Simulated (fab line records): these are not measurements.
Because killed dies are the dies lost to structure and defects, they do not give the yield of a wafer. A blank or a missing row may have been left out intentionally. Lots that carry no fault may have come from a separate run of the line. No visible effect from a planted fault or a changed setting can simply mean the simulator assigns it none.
Matching of chambers    flow nand harc    NHARC_A_WL_FILL_CMP_12 on cmp-02 has 4 sister chambers
The step polishes, t overpolish 30 s, target thk 75 nm. 4 wafers are shown with their chamber, then 9 later ones without.

WAFERS, EACH WITH ITS CHAMBER
wafer   chamber  motor current A (A)
L589.3  2        13.2
L595.6  1        11.2
L604.1  3        11.3
L604.6  0        12.0

WAFERS WITHOUT THEIR CHAMBER
wafer   motor current A (A)
L605.1  11.7
L605.2  11.7
L605.3  13.8
L607.3  11.0
L607.4  11.9
L607.6  13.1
L606.2  12.8
L606.5  12.3
L606.6  10.6

WHICH CHAMBER EACH WENT THROUGH
wafer   from the rows above           in truth
L605.1  can't be placed: 0 or 3 or 1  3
L605.2  can't be placed: 0 or 3 or 1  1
L605.3  2                             2
L607.3  can't be placed: 1 or 3       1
L607.4  can't be placed: 0 or 3 or 1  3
L607.6  2                             2
L606.2  can't be placed: 2 or 0       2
L606.5  can't be placed: 0 or 2 or 3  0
L606.6  can't be placed: 1 or 3       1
Correctly placed: 2 of 9. Can't be placed from these rows: 7 (the true chamber is among the candidates in 7). Wrongly placed: 0.
How it was worked out, from the rows above alone: a wafer's distance from a chamber is the root of the sum, over the readings, of the square of ((its reading less the chamber's mean) divided by the reading's scatter). If the next closest chamber is less than 2 further off than the closest, the wafer can't be placed; otherwise it belongs to the closest. A chamber's mean is the mean of its shown wafers. The scatter: with one shown wafer a chamber, the root of the mean of the squares of how far each hidden wafer lies from its nearest shown one.
